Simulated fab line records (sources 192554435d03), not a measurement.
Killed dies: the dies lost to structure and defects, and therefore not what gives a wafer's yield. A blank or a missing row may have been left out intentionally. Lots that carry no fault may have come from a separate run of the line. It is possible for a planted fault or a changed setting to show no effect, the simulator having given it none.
Split-lot study    flow n5_finfet    route with 1938 steps; 7 lots, 21 wafers read

== SPLIT DETAILS ==
At N5_BEOL_M6_COAT_64 (time 60 s, resist thk 12 nm), the setting spin_rpm was moved away from the recipe's 1500 rpm on 8 of the 21 wafers read, by -8.3% to +4.3%. The other wafers ran this setting at the recipe's value.

== FROM THE SPLIT TO THE READING: what the file shows between them, 5 steps ==
- N5_BEOL_M6_COAT_71: time 60 s, resist thk 5 nm
- N5_BEOL_M6_COAT_22: resist thk 30 nm
- N5_BEOL_M6_DESCUM_33: chemistry O2, time 7 s
- N5_BEOL_M6_ETCH_72: etches underlayer in N2/H2, target depth 6.5 nm, time 5.2 s
- N5_BEOL_M6_ETCH_65: etches SiARC in CF4, target depth 15.6 nm, time 26 s

== THE READING ==
SiARC_of_BEOL_M6_COAT_64.thk_nm (the simulator's own value, which no gauge read), in nm, at N5_BEOL_M6_ETCH_66 (etches SOC in N2/H2, target depth 80 nm, overetch 16 nm, time 120 s). The file does not state a usual value for it. Here, 13 wafers ran the recipe; their average is 6.4 nm with a standard deviation of 0.12 nm.

wafer   tool, chamber at the split  spin_rpm as run, rpm  against the recipe  SiARC_of_BEOL_M6_COAT_64.thk_nm, nm  against lot-mates on the recipe
L075.1  litho_track-01, 0           1500                  recipe              6.4                                  -
L075.3  litho_track-01, 0           1375                  -8.3%               7                                    +0.5
L075.6  litho_track-01, 0           1500                  recipe              6.6                                  -
L081.2  litho_track-03, 0           1565                  +4.3%               6                                    -0.2
L081.5  litho_track-03, 0           1565                  +4.3%               6.2                                  +0.0
L081.6  litho_track-03, 0           1500                  recipe              6.2                                  -
L083.1  litho_track-03, 0           1500                  recipe              6.4                                  -
L083.4  litho_track-03, 0           1500                  recipe              6.4                                  -
L083.3  litho_track-03, 0           1405                  -6.3%               6.8                                  +0.4
L086.2  litho_track-03, 0           1562                  +4.1%               5.8                                  -0.4
L086.4  litho_track-03, 0           1500                  recipe              6.2                                  -
L086.6  litho_track-03, 0           1562                  +4.1%               6                                    -0.2
L088.1  litho_track-03, 0           1418                  -5.5%               6.6                                  +0.2
L088.3  litho_track-03, 0           1500                  recipe              6.4                                  -
L088.6  litho_track-03, 0           1418                  -5.5%               6.8                                  +0.4
L093.1  litho_track-03, 0           1500                  recipe              6.4                                  -
L093.2  litho_track-03, 0           1500                  recipe              6.6                                  -
L093.4  litho_track-03, 0           1500                  recipe              6.6                                  -
L095.2  litho_track-04, 0           1500                  recipe              6.4                                  -
L095.4  litho_track-04, 0           1500                  recipe              6.4                                  -
L095.6  litho_track-04, 0           1500                  recipe              6.4                                  -

FIT RESULTS
A straight line over all 21 wafers: SiARC_of_BEOL_M6_COAT_64.thk_nm changes by -0.0735 nm for each +1% of spin_rpm; r = -0.89; the points scatter about the line by 0.14 nm.
The same after taking each lot's own level away (the mean of its wafers on the recipe; 21 wafers): -0.0549 nm for each +1%; r = -0.91; scatter 0.091 nm.
On that fit, the largest move of spin_rpm shifts the reading by 0.46 nm.
Across the lots, their own levels run from 6.20 to 6.53 nm, a range of 2.7 times the standard deviation given above.
Hence the slope depends on the lot-to-lot level, as the two fits are not the same.
Check: +0.454 nm against its lot-mates is what the line predicts for one of the wafers moved furthest among these (-8.3%) when that wafer is left out of the fit. It came out at +0.5 nm against them.

== FURTHER SPLITS ON THESE WAFERS ==
Before the reading, these wafers also passed through other splits. Each is held against what the fit with the lots' levels taken away leaves over:
other split on the same wafers  wafers away from the commonest value  r with SiARC_of_BEOL_M6_COAT_64.thk_nm (lot level and that fit taken away)
N5_BEOL_M3_COAT_61 spin_rpm     9                                     +0.08
N5_BEOL_M3_COAT_05 spin_rpm     9                                     +0.24
N5_BEOL_M4_ILD_DEP_00 time_s    8                                     +0.07
N5_BEOL_M4_COAT_73 spin_rpm     12                                    -0.25
N5_BEOL_M5_COAT_74 spin_rpm     6                                     -0.09
N5_BEOL_M5_COAT_22 spin_rpm     9                                     +0.08

== THE WHOLE CHAIN: every reading that the file lists as answering this split, in the file's order ==
step                what it does                                                         reading                                                                           change (the file's fit)                 r (the file's)
N5_BEOL_M6_COAT_64  time 60 s, resist thk 12 nm                                          SiARC_of_BEOL_M6_COAT_64.thk_nm (the simulator's own value, which no gauge read)  -0.0651 nm for each +1% of the setting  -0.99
N5_BEOL_M6_ETCH_65  etches SiARC in CF4, target depth 15.6 nm, time 26 s                 etch.depth_nm (the simulator's own value, which no gauge read)                    -0.0618 nm for each +1% of the setting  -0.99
N5_BEOL_M6_ETCH_66  etches SOC in N2/H2, target depth 80 nm, overetch 16 nm, time 120 s  SiARC_of_BEOL_M6_COAT_64.thk_nm (the simulator's own value, which no gauge read)  -0.0571 nm for each +1% of the setting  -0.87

== FILE'S OWN FIT ==
SiARC_of_BEOL_M6_COAT_64.thk_nm changes by -0.0571 nm for each +1% of spin_rpm, r = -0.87.
